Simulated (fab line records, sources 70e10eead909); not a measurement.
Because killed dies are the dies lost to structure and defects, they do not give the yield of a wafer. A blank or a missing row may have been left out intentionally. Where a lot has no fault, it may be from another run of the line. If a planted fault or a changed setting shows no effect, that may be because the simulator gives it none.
Which tool is to blame? | flow nand_harc | 24 lots, 72 wafers sampled, at 5 steps of a route of 1159

== WHAT THE GAUGES READ, wafer by wafer ==
NHARC_P_BONDPAD_INSPECT_23.
lot  | measured     | on                | raw_defect_count
L074 | day 6 23:13  | defect_inspect-01 | 500 328 347
L075 | day 6 23:49  | defect_inspect-02 | 355 246 229
L076 | day 7 04:55  | defect_inspect-02 | 348 277 327
L077 | day 7 06:17  | defect_inspect-01 | 222 402 382
L079 | day 7 13:47  | defect_inspect-01 | 226 293 317
L078 | day 7 19:12  | defect_inspect-01 | 236 368 280
L081 | day 8 04:44  | defect_inspect-02 | 498 261 277
L082 | day 8 05:26  | defect_inspect-02 | 283 226 306
L080 | day 8 05:52  | defect_inspect-02 | 200 338 473
L083 | day 8 17:18  | defect_inspect-01 | 239 244 306
L084 | day 8 18:01  | defect_inspect-02 | 500 288 274
L086 | day 9 17:01  | defect_inspect-02 | 261 311 578
L085 | day 9 18:04  | defect_inspect-01 | 207 226 237
L087 | day 9 20:20  | defect_inspect-01 | 212 284 258
L088 | day 9 23:13  | defect_inspect-02 | 367 411 668
L089 | day 10 13:07 | defect_inspect-02 | 536 377 271
L090 | day 10 19:59 | defect_inspect-01 | 167 301 223
L091 | day 10 20:56 | defect_inspect-01 | 477 398 317
L093 | day 10 22:31 | defect_inspect-02 | 181 404 315
L092 | day 10 23:40 | defect_inspect-02 | 361 312 315
L095 | day 11 20:09 | defect_inspect-01 | 396 293 235
L094 | day 11 19:45 | defect_inspect-01 | 242 227 238
L096 | day 12 03:08 | defect_inspect-01 | 287 398 269
L097 | day 12 06:04 | defect_inspect-02 | 268 306 322

NHARC_A_START_INSPECT_01.
lot  | measured     | on                | raw_defect_count
L074 | day 6 23:41  | defect_inspect-02 | 4 6 2
L075 | day 7 00:17  | defect_inspect-01 | 5 0 4
L076 | day 7 05:23  | defect_inspect-02 | 4 8 1
L077 | day 7 06:46  | defect_inspect-01 | 4 4 1
L079 | day 7 14:15  | defect_inspect-02 | 2 2 7
L078 | day 7 19:41  | defect_inspect-01 | 2 5 2
L081 | day 8 05:12  | defect_inspect-01 | 4 3 2
L082 | day 8 05:55  | defect_inspect-01 | 2 1 5
L080 | day 8 06:20  | defect_inspect-01 | 4 4 2
L083 | day 8 17:47  | defect_inspect-02 | 4 1 4
L084 | day 8 18:29  | defect_inspect-02 | 5 2 3
L086 | day 9 20:06  | defect_inspect-02 | 4 5 2
L085 | day 9 18:34  | defect_inspect-01 | 2 2 1
L087 | day 9 20:49  | defect_inspect-02 | 0 3 3
L088 | day 9 23:40  | defect_inspect-01 | 0 4 3
L089 | day 10 13:35 | defect_inspect-02 | 4 2 3
L090 | day 10 20:28 | defect_inspect-02 | 5 2 3
L091 | day 10 21:25 | defect_inspect-01 | 2 7 2
L093 | day 10 23:01 | defect_inspect-01 | 3 4 2
L092 | day 11 00:09 | defect_inspect-02 | 1 5 3
L095 | day 11 20:37 | defect_inspect-02 | 2 4 3
L094 | day 11 20:13 | defect_inspect-02 | 4 4 3
L096 | day 12 03:36 | defect_inspect-02 | 6 5 4
L097 | day 12 06:34 | defect_inspect-01 | 1 4 3

== WHAT TOOL EACH LOT RAN ON (gives the tool, then ch and the chambers of the sampled wafers, and finally the start) ==
lot  | NHARC_P_M1_ETCH_15                            | NHARC_P_M1_DEGAS_29          | NHARC_P_M1_PVD_21
L074 | rie_diel-10 ch 0,2, day 6 12:57 or earlier    | pvd_sputter-03, day 6 12:57  | pvd_sputter-03, day 6 23:13 or earlier
L075 | rie_diel-05 ch 0,2,3, day 6 13:26 or earlier  | pvd_sputter-01, day 6 13:26  | pvd_sputter-01, day 6 23:49 or earlier
L076 | rie_diel-09 ch 0,1, day 6 18:48 or earlier    | pvd_sputter-01, day 6 18:48  | pvd_sputter-01, day 7 04:55 or earlier
L077 | rie_diel-05 ch 0,1, day 6 19:31 or earlier    | pvd_sputter-03, day 6 19:31  | pvd_sputter-03, day 7 06:17 or earlier
L079 | rie_diel-09 ch 0,1,3, day 7 03:05 or earlier  | pvd_sputter-03, day 7 03:05  | pvd_sputter-03, day 7 13:47 or earlier
L078 | rie_diel-05 ch 0,3, day 7 07:59 or earlier    | pvd_sputter-02, day 7 07:59  | pvd_sputter-02, day 7 19:12 or earlier
L081 | rie_diel-10 ch 0,2,3, day 7 18:32 or earlier  | pvd_sputter-03, day 7 18:32  | pvd_sputter-03, day 8 04:44 or earlier
L082 | rie_diel-09 ch 0,2,3, day 7 18:38 or earlier  | pvd_sputter-02, day 7 18:38  | pvd_sputter-02, day 8 05:26 or earlier
L080 | rie_diel-09 ch 0,1,2, day 7 19:21 or earlier  | pvd_sputter-02, day 7 19:21  | pvd_sputter-02, day 8 05:52 or earlier
L083 | rie_diel-09 ch 0,3, day 8 06:09 or earlier    | pvd_sputter-03, day 8 06:09  | pvd_sputter-03, day 8 17:18 or earlier
L084 | rie_diel-05 ch 0,1, day 8 07:37 or earlier    | pvd_sputter-01, day 8 07:37  | pvd_sputter-01, day 8 18:01 or earlier
L086 | rie_diel-09 ch 0,1, day 9 06:32 or earlier    | pvd_sputter-03, day 9 06:32  | pvd_sputter-03, day 9 17:01 or earlier
L085 | rie_diel-10 ch 1,2,3, day 9 07:48 or earlier  | pvd_sputter-01, day 9 07:48  | pvd_sputter-01, day 9 18:04 or earlier
L087 | rie_diel-09 ch 0,1,3, day 9 09:51 or earlier  | pvd_sputter-01, day 9 09:51  | pvd_sputter-01, day 9 20:20 or earlier
L088 | rie_diel-09 ch 2,3, day 9 12:41 or earlier    | pvd_sputter-03, day 9 12:41  | pvd_sputter-03, day 9 23:13 or earlier
L089 | rie_diel-10 ch 0,1,2, day 10 02:19 or earlier | pvd_sputter-01, day 10 02:19 | pvd_sputter-01, day 10 13:07 or earlier
L090 | rie_diel-10 ch 0,2, day 10 09:30 or earlier   | pvd_sputter-02, day 10 09:30 | pvd_sputter-02, day 10 19:59 or earlier
L091 | rie_diel-09 ch 0,2,3, day 10 10:26 or earlier | pvd_sputter-03, day 10 10:26 | pvd_sputter-03, day 10 20:56 or earlier
L093 | rie_diel-10 ch 0,1,2, day 10 12:07 or earlier | pvd_sputter-02, day 10 12:07 | pvd_sputter-02, day 10 22:31 or earlier
L092 | rie_diel-10 ch 1,2, day 10 13:04 or earlier   | pvd_sputter-03, day 10 13:04 | pvd_sputter-03, day 10 23:40 or earlier
L095 | rie_diel-05 ch 0,2,3, day 11 08:37 or earlier | pvd_sputter-03, day 11 08:37 | pvd_sputter-03, day 11 20:09 or earlier
L094 | rie_diel-05 ch 0,1,3, day 11 09:03 or earlier | pvd_sputter-01, day 11 09:03 | pvd_sputter-01, day 11 19:45 or earlier
L096 | rie_diel-10 ch 0,2,3, day 11 16:13 or earlier | pvd_sputter-01, day 11 16:13 | pvd_sputter-01, day 12 03:08 or earlier
L097 | rie_diel-05 ch 0,2,3, day 11 19:48 or earlier | pvd_sputter-02, day 11 19:48 | pvd_sputter-02, day 12 06:04 or earlier
- NHARC_P_M1_ETCH_15: etches the open film in C4F8/Ar, target depth 182.5 nm, time 91.2 s.
- NHARC_P_M1_DEGAS_29: time 60 s.
- NHARC_P_M1_PVD_21: deposits Cu, target thk 30 nm, time 20.49 s.

== AS READ BY THE TOOLS THEMSELVES (means over the sampled wafers that have a number; for cases with no such wafer, the mark the record gives instead) ==
NHARC_P_M1_ETCH_15.
lot  | tool        | oes_product_au (a.u.) | rf_vpp_V (V)
L074 | rie_diel-10 | 0.923                 | 443.6
L075 | rie_diel-05 | 0.934                 | 443.8
L076 | rie_diel-09 | 0.957                 | 445.0
L077 | rie_diel-05 | 0.930                 | 439.8
L079 | rie_diel-09 | 0.970                 | 442.7
L078 | rie_diel-05 | 0.929                 | 442.4
L081 | rie_diel-10 | 0.968                 | 441.7
L082 | rie_diel-09 | 0.946                 | 443.4
L080 | rie_diel-09 | 0.957                 | 444.7
L083 | rie_diel-09 | 0.978                 | 441.6
L084 | rie_diel-05 | 0.960                 | 441.5
L086 | rie_diel-09 | 0.980                 | 445.1
L085 | rie_diel-10 | 0.961                 | 440.2
L087 | rie_diel-09 | 0.976                 | 443.1
L088 | rie_diel-09 | 0.930                 | 441.3
L089 | rie_diel-10 | 0.939                 | 442.3
L090 | rie_diel-10 | 0.961                 | 442.8
L091 | rie_diel-09 | 0.968                 | 443.4
L093 | rie_diel-10 | 0.949                 | 441.0
L092 | rie_diel-10 | 0.951                 | 438.9
L095 | rie_diel-05 | 0.932                 | 443.9
L094 | rie_diel-05 | 0.953                 | 442.1
L096 | rie_diel-10 | 0.968                 | 441.4
L097 | rie_diel-05 | 0.969                 | 444.8

NHARC_P_M1_DEGAS_29.
lot  | tool           | heater_power_w (W)
L074 | pvd_sputter-03 | 360
L075 | pvd_sputter-01 | 340
L076 | pvd_sputter-01 | 334
L077 | pvd_sputter-03 | 371
L079 | pvd_sputter-03 | 342
L078 | pvd_sputter-02 | 345
L081 | pvd_sputter-03 | 341
L082 | pvd_sputter-02 | 335
L080 | pvd_sputter-02 | 351
L083 | pvd_sputter-03 | 347
L084 | pvd_sputter-01 | 344
L086 | pvd_sputter-03 | 348
L085 | pvd_sputter-01 | 296
L087 | pvd_sputter-01 | 341
L088 | pvd_sputter-03 | 356
L089 | pvd_sputter-01 | 334
L090 | pvd_sputter-02 | 347
L091 | pvd_sputter-03 | 357
L093 | pvd_sputter-02 | 335
L092 | pvd_sputter-03 | 361
L095 | pvd_sputter-03 | 344
L094 | pvd_sputter-01 | 340
L096 | pvd_sputter-01 | 332
L097 | pvd_sputter-02 | 305

NHARC_P_M1_PVD_21.
lot  | tool           | throttle_valve_pct (%)
L074 | pvd_sputter-03 | 29.5
L075 | pvd_sputter-01 | 30.6
L076 | pvd_sputter-01 | 29.1
L077 | pvd_sputter-03 | 29.6
L079 | pvd_sputter-03 | 30.3
L078 | pvd_sputter-02 | 30.9
L081 | pvd_sputter-03 | 29.9
L082 | pvd_sputter-02 | 31.1
L080 | pvd_sputter-02 | 31.3
L083 | pvd_sputter-03 | 29.8
L084 | pvd_sputter-01 | 31.0
L086 | pvd_sputter-03 | 29.5
L085 | pvd_sputter-01 | 29.9
L087 | pvd_sputter-01 | 30.7
L088 | pvd_sputter-03 | 29.8
L089 | pvd_sputter-01 | 29.6
L090 | pvd_sputter-02 | 31.2
L091 | pvd_sputter-03 | 29.9
L093 | pvd_sputter-02 | 31.1
L092 | pvd_sputter-03 | 29.8
L095 | pvd_sputter-03 | 29.9
L094 | pvd_sputter-01 | 28.6
L096 | pvd_sputter-01 | 30.0
L097 | pvd_sputter-02 | 31.1

== THE ANSWER, worked out from the rows above alone ==
Rule: what is usual is taken from the lots themselves. Put in order of their means at a reading, lots are off if they are a third of the lots or fewer, leave a main group of 4 or more, and stand apart from it by a gap of 3 or more times the standard deviation of the main group's means; of several such gaps the widest counts. If all means in a main group match to the digits the tables above print for the reading, that group is not used. Also off: a lot with no number at a reading for which 4 or more lots have one. Where the step has rows for the other lots, those lots are counted as sound. Order of review: gauges by route order, followed by the tools' own readings, for which a lot's mean as printed above is used. The first step at which some lot is off is used, and at that step the reading that is off furthest; a lot without a number counts as furthest.
None of the lots is off at any reading shown; this tells nothing.

== WHAT THE SIMULATOR HAD PUT IN ==
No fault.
